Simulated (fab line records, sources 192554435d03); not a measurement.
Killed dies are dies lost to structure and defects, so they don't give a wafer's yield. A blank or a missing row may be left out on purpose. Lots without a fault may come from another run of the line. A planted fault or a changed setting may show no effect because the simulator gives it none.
Split-lot experiment | flow n5_finfet | 7 lots, 39 wafers read, on a route of 1938 steps

THE SPLIT
At N5_BEOL_M11_DESCUM_16 (chemistry O2, time 7.9 s), the setting time_s was moved away from the recipe's 7.9 s on 15 of the 39 wafers read, by -55.1% to +38.2%. The other wafers ran this setting at the recipe's value.

The file shows no step between the split and the reading.

THE READING
CAR-ArF_of_BEOL_M11_COAT_05.thk_nm (the simulator's own value, which no gauge read), in nm, at N5_BEOL_M11_ETCH_61 (etches SiARC in CF4, target depth 39 nm, time 65 s). The file gives no usual value for it. The 24 wafers here that ran the recipe average 55.6 nm, standard deviation 0.25 nm.

wafer  | tool, chamber at the split | time_s as run, s | against the recipe | CAR-ArF_of_BEOL_M11_COAT_05.thk_nm, nm | against lot-mates on the recipe
L077.1 | rie_diel-02, 0,2,1         | 5.971            | -24.4%             | 56.6                                   | +1.2
L077.2 | rie_diel-02, 0,2,1         | 5.971            | -24.4%             | 56.6                                   | +1.2
L077.4 | rie_diel-02, 0,2,1         | 5.971            | -24.4%             | 56.6                                   | +1.2
L077.3 | rie_diel-02, 3,2,3         | 7.9              | recipe             | 55.4                                   | -
L077.5 | rie_diel-02, 3,2,3         | 7.9              | recipe             | 55.4                                   | -
L077.6 | rie_diel-02, 3,2,3         | 7.9              | recipe             | 55.4                                   | -
L079.1 | rie_diel-06, 3,2,0,0       | 7.9              | recipe             | 56                                     | -
L079.2 | rie_diel-06, 3,2,0,0       | 7.9              | recipe             | 56                                     | -
L079.4 | rie_diel-06, 3,2,0,0       | 7.9              | recipe             | 56                                     | -
L079.3 | rie_diel-06, 1             | 7.9              | recipe             | 55.8                                   | -
L079.5 | rie_diel-06, 1             | 7.9              | recipe             | 55.8                                   | -
L079.6 | rie_diel-06, 3,2,0,0       | 7.9              | recipe             | 55.8                                   | -
L082.1 | rie_diel-03, 1             | 7.9              | recipe             | 55.2                                   | -
L082.2 | rie_diel-03, 0,1           | 3.551            | -55.1%             | 58.2                                   | +2.7
L082.3 | rie_diel-03, 2,3           | 7.9              | recipe             | 55.6                                   | -
L082.4 | rie_diel-03, 2,3           | 7.9              | recipe             | 55.6                                   | -
L082.5 | rie_diel-03, 0             | 3.551            | -55.1%             | 58                                     | +2.5
L082.6 | rie_diel-03, 0,1           | 3.551            | -55.1%             | 58.4                                   | +2.9
L089.1 | rie_diel-02, 1             | 5.689            | -28.0%             | 56.8                                   | +1.2
L089.2 | rie_diel-02, 0             | 7.9              | recipe             | 55.8                                   | -
L089.3 | rie_diel-02, 2             | 7.9              | recipe             | 55.4                                   | -
L089.4 | rie_diel-02, 1             | 5.689            | -28.0%             | 57.2                                   | +1.6
L089.5 | rie_diel-02, 0             | 5.689            | -28.0%             | 57                                     | +1.4
L089.6 | rie_diel-02, 2             | 7.9              | recipe             | 55.6                                   | -
L093.1 | rie_diel-06, 2,1,0         | 10.24            | +29.6%             | 54                                     | -1.3
L093.2 | rie_diel-06, 2,1,0         | 10.24            | +29.6%             | 54                                     | -1.3
L093.4 | rie_diel-06, 2,1,0         | 10.24            | +29.6%             | 54                                     | -1.3
L093.3 | rie_diel-06, 0             | 7.9              | recipe             | 55.2                                   | -
L093.5 | rie_diel-06, 1             | 7.9              | recipe             | 55.4                                   | -
L093.6 | rie_diel-06, 2             | 7.9              | recipe             | 55.4                                   | -
L094.4 | rie_diel-06, 1             | 7.9              | recipe             | 56                                     | -
L094.5 | rie_diel-06, 2             | 7.9              | recipe             | 55.4                                   | -
L094.6 | rie_diel-06, 1             | 7.9              | recipe             | 55.6                                   | -
L097.1 | rie_diel-03, 3,2           | 10.92            | +38.2%             | 53.6                                   | -2.1
L097.2 | rie_diel-03, 1             | 10.92            | +38.2%             | 53.6                                   | -2.1
L097.3 | rie_diel-03, 3,2           | 10.92            | +38.2%             | 53.6                                   | -2.1
L097.4 | rie_diel-03, 0             | 7.9              | recipe             | 56                                     | -
L097.5 | rie_diel-03, 2             | 7.9              | recipe             | 55.6                                   | -
L097.6 | rie_diel-03, 3             | 7.9              | recipe             | 55.6                                   | -
Where a row lists several chambers, the file gives one row for several wafers and doesn't say which wafer went through which chamber.

THE FIT
A straight line over all 39 wafers: CAR-ArF_of_BEOL_M11_COAT_05.thk_nm changes by -0.0491 nm for each +1% of time_s; r = -0.98; the points scatter about the line by 0.23 nm.
The same after taking each lot's own level away (the mean of its wafers on the recipe; 39 wafers): -0.0504 nm for each +1%; r = -0.99; scatter 0.16 nm.
On that fit, the largest move of time_s shifts the reading by 2.8 nm.
The lots' own levels span 55.33 to 55.90 nm, that is 2.2 times the standard deviation above.
So the lot-to-lot level changes the slope little: the two slopes agree.
Check: with one of the wafers moved furthest among these (-55.1%) left out of the fit, the line predicts +2.77 nm for it against its lot-mates. It came out at +2.73 nm against them.

OTHER SPLITS ON THESE WAFERS
These wafers also went through other splits before the reading. Each is held against what the fit with the lots' levels taken away leaves over:
other split on the same wafers   | wafers away from the commonest value | r with CAR-ArF_of_BEOL_M11_COAT_05.thk_nm (lot level and that fit taken away)
N5_BEOL_M2_TRENCH_ETCH_37 time_s | 9                                    | +0.12
N5_BEOL_M7_ILD_DEP_00 time_s     | 9                                    | +0.19
N5_BEOL_M8_DEP_56 time_s         | 12                                   | -0.15

THE WHOLE CHAIN: every reading that the file lists as answering this split, in the file's order
step                  | what it does                                       | reading                                                                             | change (the file's fit)                | r (the file's)
N5_BEOL_M11_DESCUM_16 | chemistry O2, time 7.9 s                           | CAR-ArF_of_BEOL_M11_COAT_05.thk_nm (the simulator's own value, which no gauge read) | -0.0512 nm for each +1% of the setting | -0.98
N5_BEOL_M11_ETCH_61   | etches SiARC in CF4, target depth 39 nm, time 65 s | CAR-ArF_of_BEOL_M11_COAT_05.thk_nm (the simulator's own value, which no gauge read) | -0.0504 nm for each +1% of the setting | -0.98

THE FILE'S OWN FIT
CAR-ArF_of_BEOL_M11_COAT_05.thk_nm changes by -0.0504 nm for each +1% of time_s, r = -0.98.
